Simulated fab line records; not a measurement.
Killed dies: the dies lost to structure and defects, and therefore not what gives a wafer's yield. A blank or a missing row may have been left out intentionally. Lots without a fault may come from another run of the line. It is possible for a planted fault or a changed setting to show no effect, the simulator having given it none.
fab line records -- flow nand-harc -- part 2 of 2: steps 39 to 39 of 39
record lots=7, wafers=21, last-day=33
route steps=1302 shown P_BONDPAD@360 A_ZERO_WELL@390 END@1302
lots with no fault: from the same line, run without faults
start-h: start of the lot's first displayed wafer, in hours after the record's first day -- wait-h: hours elapsed since this lot's preceding step -- " same as the row above -- L1.1+2: one row covering several wafers at once -- - no value, or no start was given -- * or withheld: withheld -- < > ~ a bound
route shown NAME@n: names a module that has steps shown in the file, with the first one's number in the route -- usual: the fault-free wafers' mean and standard deviation -- same: alike in all rows -- chamber/n: place in a boat -- sites: the reading at each site -- _std_site: standard deviation of those values -- _edge_site: outer sites' mean less inner sites' -- radius-mm: for every site, how far away it sits from the centre of the wafer -- mask NAME#n: copy n -- behind: the most recent tool/chamber to have shaped the wafer -- hold: why the lot went on hold/how many hours it stayed there/how the hold came to an end -- device: whichever transistor did not switch (one of n, p or np) -- end of line: at the end of the route, the tests of the same wafers -- for a step that has no rows: nothing shown but its recipe -- killed: dies that structure and defects cost at the first sort, which is not the same as the wafer's yield -- map: a wafer's dies, x killed, . not, _ none there
set.NAME: the setting the step ran with; set.NAME@STEP: the setting that earlier step ran with -- model.NAME: the simulator's own value behind a step, which no gauge read
a table for each step, a row for each wafer; lots at some steps of the route
services: a tool's chamber out of use, with start hour (start-h, from the record's first day; less than 0 if before it), hours out, and reason
## steps
# step NHARC_END_SORT_01
# recipe temp-c=25
# usual defect-limited-yield=90.9/2.6, killed-at-array=57/18, killed-at-other=0.9/1.3, killed-at-periphery=3.5/2.2, killed-dies=62/18, killed-open=3.0/1.7, killed-short=2.3/1.5
# same gross-dies=677
lot.wafer,tool,chamber,start-h,wait-h,defect-limited-yield[%],killed-at-array,killed-at-other,killed-at-periphery,killed-dies,killed-open,killed-short
L449.1,prober-01,0,591.19,2.5,88.0,80,0,1,81,0,4
L449.2,prober-01,0,591.99,2.8,88.8,74,0,2,76,3,3
L449.3,prober-01,0,592.80,3.1,86.7,83,1,6,90,8,2
L456.1,prober-02,0,677.83,2.5,83.6,106,0,5,111,5,3
L456.4,prober-02,0,680.26,3.4,90.3,63,0,3,66,5,1
L456.6,prober-02,0,681.87,4.0,86.7,90,0,0,90,1,1
L457.3,prober-01,0,679.41,3.1,87.3,52,1,33,86,3,2
L457.4,prober-01,0,680.20,3.4,85.1,46,2,53,101,2,2
L457.5,prober-01,0,680.99,3.7,83.5,42,1,69,112,3,1
L458.4,prober-01,0,694.96,3.4,92.2,46,1,6,53,2,6
L458.5,prober-01,0,695.75,3.7,91.7,50,1,5,56,5,0
L458.6,prober-01,0,696.55,4.0,92.0,52,0,2,54,5,0
L460.1,prober-02,0,706.46,2.5,83.3,59,0,54,113,1,5
L460.3,prober-02,0,708.09,3.1,80.9,60,1,68,129,4,3
L460.6,prober-02,0,710.54,4.1,80.2,56,0,78,134,5,5
L459.4,prober-02,0,717.58,3.4,86.3,51,4,38,93,3,3
L459.5,prober-02,0,718.38,3.7,84.6,50,1,53,104,2,2
L459.6,prober-02,0,719.19,4.0,87.0,47,0,41,88,1,1
L468.4,prober-02,0,789.25,3.4,94.2,35,0,4,39,2,2
L468.5,prober-02,0,790.04,3.7,93.1,42,0,5,47,3,2
L468.6,prober-02,0,790.83,3.9,92.0,49,1,4,54,5,1
# killed by level:class
L449.1 A_CHANNEL_HOLE_D2:chamber-film-flake=36 A_CHANNEL_HOLE_D1:chamber-film-flake=30 A_CONTACT:chamber-film-flake=4 A_CHANNEL_FILL_D2:chamber-film-flake=3 A_BONDPAD:chamber-film-flake=2 A_ONON_D2:geometric-particle:short=1 A_CHANNEL_FILL_D2:geometric-particle:short=1 A_SGD_CUT:geometric-particle:short=1
L449.2 A_CHANNEL_HOLE_D1:chamber-film-flake=33 A_CHANNEL_HOLE_D2:chamber-film-flake=29 A_CHANNEL_FILL_D2:chamber-film-flake=3 A_CHANNEL_FILL_D1:geometric-particle:short=2 A_M0:geometric-particle:open=2 P_GATE:chamber-film-flake=2 A_CONTACT:chamber-film-flake=2 A_ONON_D1:geometric-particle:open=1
L449.3 A_CHANNEL_HOLE_D2:chamber-film-flake=35 A_CHANNEL_HOLE_D1:chamber-film-flake=25 A_CONTACT:chamber-film-flake=8 A_STAIRCASE:chamber-film-flake=3 A_ONON_D1:geometric-particle:open=2 A_M1:geometric-particle:open=2 P_STI:chamber-film-flake=2 A_CHANNEL_FILL_D2:chamber-film-flake=2
L456.1 A_SLIT:chamber-film-flake=46 A_CHANNEL_HOLE_D1:chamber-film-flake=27 A_CHANNEL_HOLE_D2:chamber-film-flake=16 A_CONTACT:chamber-film-flake=4 A_STAIRCASE:chamber-film-flake=3 A_CHANNEL_FILL_D2:geometric-particle:short=2 A_WL_FILL:chamber-film-flake=2 P_GATE:geometric-particle:open=1
L457.3 P_BONDPAD:unspecified=33 A_SLIT:chamber-film-flake=30 A_CHANNEL_HOLE_D1:chamber-film-flake=8 A_CONTACT:chamber-film-flake=5 A_DECK1_JOINT:chamber-film-flake=3 A_STAIRCASE:chamber-film-flake=2 A_WL_FILL:geometric-particle:short=1 A_CONTACT:geometric-particle:open=1
L457.4 P_BONDPAD:unspecified=51 A_SLIT:chamber-film-flake=24 A_CHANNEL_HOLE_D1:chamber-film-flake=7 A_CONTACT:chamber-film-flake=7 THIN_TSV:chamber-film-flake=2 P_M0:geometric-particle:open=1 A_CHANNEL_FILL_D1:geometric-particle:short=1 A_SLIT:geometric-particle:short=1
L456.4 A_CHANNEL_HOLE_D1:chamber-film-flake=20 A_SLIT:chamber-film-flake=17 A_CHANNEL_HOLE_D2:chamber-film-flake=14 A_CONTACT:chamber-film-flake=4 A_WL_FILL:chamber-film-flake=3 A_BLC:geometric-particle:open=2 P_GATE:geometric-particle:short=1 P_CONTACT:geometric-particle:open=1
L457.5 P_BONDPAD:unspecified=68 A_SLIT:chamber-film-flake=23 A_CHANNEL_HOLE_D1:chamber-film-flake=5 A_DECK1_JOINT:chamber-film-flake=3 A_CHANNEL_FILL_D2:geometric-particle:open=2 A_WL_FILL:chamber-film-flake=2 A_CONTACT:chamber-film-flake=2 A_SOURCE_PLATE:geometric-particle:short=1
L456.6 A_SLIT:chamber-film-flake=37 A_CHANNEL_HOLE_D1:chamber-film-flake=27 A_CHANNEL_HOLE_D2:chamber-film-flake=11 A_CONTACT:chamber-film-flake=5 A_STAIRCASE:chamber-film-flake=4 A_DECK1_JOINT:chamber-film-flake=3 A_CHANNEL_HOLE_D2:geometric-particle:short=1 A_CHANNEL_FILL_D2:geometric-particle:open=1
L458.4 A_SLIT:chamber-film-flake=31 A_CHANNEL_HOLE_D1:chamber-film-flake=7 P_STI:chamber-film-flake=2 P_CONTACT:geometric-particle:short=1 P_M1:geometric-particle:short=1 P_M1:geometric-particle:open=1 A_ONON_D1:geometric-particle:open=1 A_ONON_D1:geometric-particle:short=1
L458.5 A_SLIT:chamber-film-flake=32 A_CHANNEL_HOLE_D1:chamber-film-flake=6 P_ZERO_WELL:chamber-film-flake=4 A_STAIRCASE:chamber-film-flake=3 A_M1:chamber-film-flake=2 P_M0:geometric-particle:open=1 A_ONON_D1:geometric-particle:open=1 A_CHANNEL_FILL_D1:geometric-particle:open=1
L458.6 A_SLIT:chamber-film-flake=35 A_CHANNEL_HOLE_D1:chamber-film-flake=6 A_DECK1_JOINT:chamber-film-flake=3 A_DECK1_JOINT:geometric-particle:open=2 A_ONON_D1:geometric-particle:open=1 A_CHANNEL_HOLE_D2:geometric-particle:open=1 A_SGD_CUT:geometric-particle:open=1 P_ZERO_WELL:chamber-film-flake=1
L460.1 P_BONDPAD:unspecified=51 A_SLIT:chamber-film-flake=24 A_CHANNEL_HOLE_D2:chamber-film-flake=13 A_CHANNEL_HOLE_D1:chamber-film-flake=9 A_STAIRCASE:chamber-film-flake=4 A_ONON_D2:geometric-particle:short=2 A_SGD_CUT:chamber-film-flake=2 A_BLC:chamber-film-flake=2
L460.3 P_BONDPAD:unspecified=62 A_SLIT:chamber-film-flake=25 A_CHANNEL_HOLE_D2:chamber-film-flake=14 A_STAIRCASE:chamber-film-flake=5 P_GATE:chamber-film-flake=4 A_CHANNEL_FILL_D2:chamber-film-flake=4 A_DECK1_JOINT:chamber-film-flake=3 A_CHANNEL_HOLE_D1:chamber-film-flake=2
L460.6 P_BONDPAD:unspecified=74 A_SLIT:chamber-film-flake=23 A_CHANNEL_HOLE_D2:chamber-film-flake=9 A_CHANNEL_HOLE_D1:chamber-film-flake=6 A_DECK1_JOINT:chamber-film-flake=3 A_ONON_D1:geometric-particle:short=2 A_STAIRCASE:chamber-film-flake=2 A_BLC:chamber-film-flake=2
L459.4 P_BONDPAD:unspecified=36 A_CHANNEL_HOLE_D1:chamber-film-flake=31 A_SGD_CUT:chamber-film-flake=4 A_SLIT:chamber-film-flake=4 A_DECK1_JOINT:chamber-film-flake=3 A_CONTACT:chamber-film-flake=3 THIN_TSV:chamber-film-flake=3 P_GATE:chamber-film-flake=2
L459.5 P_BONDPAD:unspecified=52 A_CHANNEL_HOLE_D1:chamber-film-flake=35 A_CONTACT:chamber-film-flake=3 A_SLIT:chamber-film-flake=3 A_DECK1_JOINT:chamber-film-flake=2 A_STAIRCASE:chamber-film-flake=2 A_SGD_CUT:chamber-film-flake=2 P_CONTACT:geometric-particle:open=1
L459.6 P_BONDPAD:unspecified=39 A_CHANNEL_HOLE_D1:chamber-film-flake=35 A_SGD_CUT:chamber-film-flake=4 A_SLIT:chamber-film-flake=2 A_STAIRCASE:chamber-film-flake=2 P_M2:geometric-particle:short=1 A_ONON_D1:geometric-particle:open=1 P_M0:chamber-film-flake=1
L468.4 A_CHANNEL_HOLE_D1:chamber-film-flake=13 A_SLIT:chamber-film-flake=10 A_CONTACT:chamber-film-flake=3 P_GATE:chamber-film-flake=2 A_STAIRCASE:chamber-film-flake=2 P_CONTACT:geometric-particle:open=1 A_ONON_D2:geometric-particle:open=1 A_SGD_CUT:geometric-particle:short=1
L468.5 A_CHANNEL_HOLE_D1:chamber-film-flake=16 A_SLIT:chamber-film-flake=12 A_CONTACT:chamber-film-flake=4 P_BONDPAD:chamber-film-flake=3 A_CHANNEL_FILL_D2:geometric-particle:short=2 A_ZERO_WELL:chamber-film-flake=2 A_SOURCE_PLATE:geometric-particle:open=1 A_CHANNEL_HOLE_D2:geometric-particle:open=1
L468.6 A_CHANNEL_HOLE_D1:chamber-film-flake=17 A_SLIT:chamber-film-flake=17 P_BONDPAD:chamber-film-flake=3 A_ZERO_WELL:chamber-film-flake=3 A_CONTACT:chamber-film-flake=3 A_CHANNEL_FILL_D1:chamber-film-flake=2 P_GATE:geometric-particle:open=1 A_CHANNEL_HOLE_D1:geometric-particle:open=1
# map L457.5 (x killed, . not)
____________.____________
_________......._________
_______..........._______
______.............______
_____..............._____
____.............x...____
____.x...............____
___...................___
___...................___
__.......x.............__
__.....................__
_....................x.._
_..........x............_
_.............x........._
_...............xx.....x_
_..........xxxx........._
.........x..xxxxx........
............xxxxxxx......
...........xxxxxxxx......
..x.........xxxxxx.......
...........xxxxxxxx......
_x.x........xxxxxxx....._
_..x.x.....xxxxxx......._
_...xx....xxxxxxxx......_
_xxx.x.....x.xxx........_
_xxxx.xx.....xxx........_
__xxx...........xx.....__
__xxx.........x........__
___x..................___
___...................___
____x....x.xx....x...____
____...x.............____
_____...........x..._____
______............x______
_______..........._______
_________......._________
____________x____________
# map L459.5 (x killed, . not)
____________.____________
_________......._________
_______..........._______
______.x...........______
_____..............._____
____.................____
____.................____
___...x...............___
___xxx................___
__..xxxx............x..__
__xxxxx................__
_xxxxx.x................_
_.xxxxx..........x......_
_.xxxxxx................_
_...xx..x...x.x.x......._
_.xx.x.................._
....xx...................
.........................
.........................
..............x..........
.........................
_......................._
_......................._
_...............x......._
_......x.........xx....._
_................xxxxx.._
__x............xxxxxxx.__
__...............xxxxx.__
___............xxxxxxx___
___.............xxxxxx___
____............xxxxx____
____............xxxxx____
_____x....x....xxxxx_____
______...x......xxx______
_______..........x_______
_________x....x._________
____________.____________
## services
tool,chamber,start-h,hours,kind
pvd-sputter-01,-,147.95,8.1,repair
rie-diel-03,0,155.35,6.5,repair
pvd-sputter-03,-,159.65,1.0,repair
rie-diel-13,-,165.00,9.0,pm
rie-diel-13,0,165.00,9.0,vent-cycle
rie-diel-13,1,165.00,9.0,vent-cycle
rie-diel-13,2,165.00,9.0,vent-cycle
pvd-sputter-03,-,170.00,10.0,pm
rie-diel-13,3,183.32,19.9,repair
pvd-sputter-03,-,185.94,14.7,repair
rie-diel-08,-,190.80,9.0,pm
pvd-sputter-02,-,199.90,0.6,repair
rie-diel-03,3,200.64,1.8,repair
pvd-sputter-01,-,226.00,10.0,pm
pvd-sputter-01,-,242.89,1.2,repair
rie-diel-08,0,248.12,31.5,repair
rie-diel-13,3,250.94,1.7,repair
rie-diel-08,-,271.13,0.5,repair
rie-diel-03,-,281.30,9.0,pm
pvd-sputter-02,-,282.00,10.0,pm
rie-diel-08,0,288.45,7.4,repair
rie-diel-13,-,342.00,9.0,pm
pvd-sputter-01,-,345.25,0.8,repair
pvd-sputter-03,-,348.00,10.0,pm
## key
first-sign step=NHARC_END_SORT_01, reading=killed-at-periphery, direction=up, sigmas=23, usual=3.5, struck=54.1
effect step=NHARC_END_SORT_01, reading=defect-limited-yield, direction=down, sigmas=2.5, usual=90.9, struck=84.2, wafers-moved=7
more-kills-born-at NHARC_P_BONDPAD_ETCH_24@rie-diel-13=466
met-at NHARC_P_BONDPAD_ETCH_24
struck-wafers L457.3,L457.4,L457.5,L459.4,L459.5,L459.6,L460.1,L460.3,L460.6
onset-between 248.11 257.62
also-fits NHARC_P_BONDPAD_DEGAS_25:pvd-sputter-03,NHARC_P_BONDPAD_PVD_17:pvd-sputter-03
fault kind=chamber-particle-source, tool=rie-diel-13, chamber=-, onset-h=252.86, steps=NHARC_P_BONDPAD_ETCH_24, rate-per-visit-cm2=0.39972, end-h=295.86
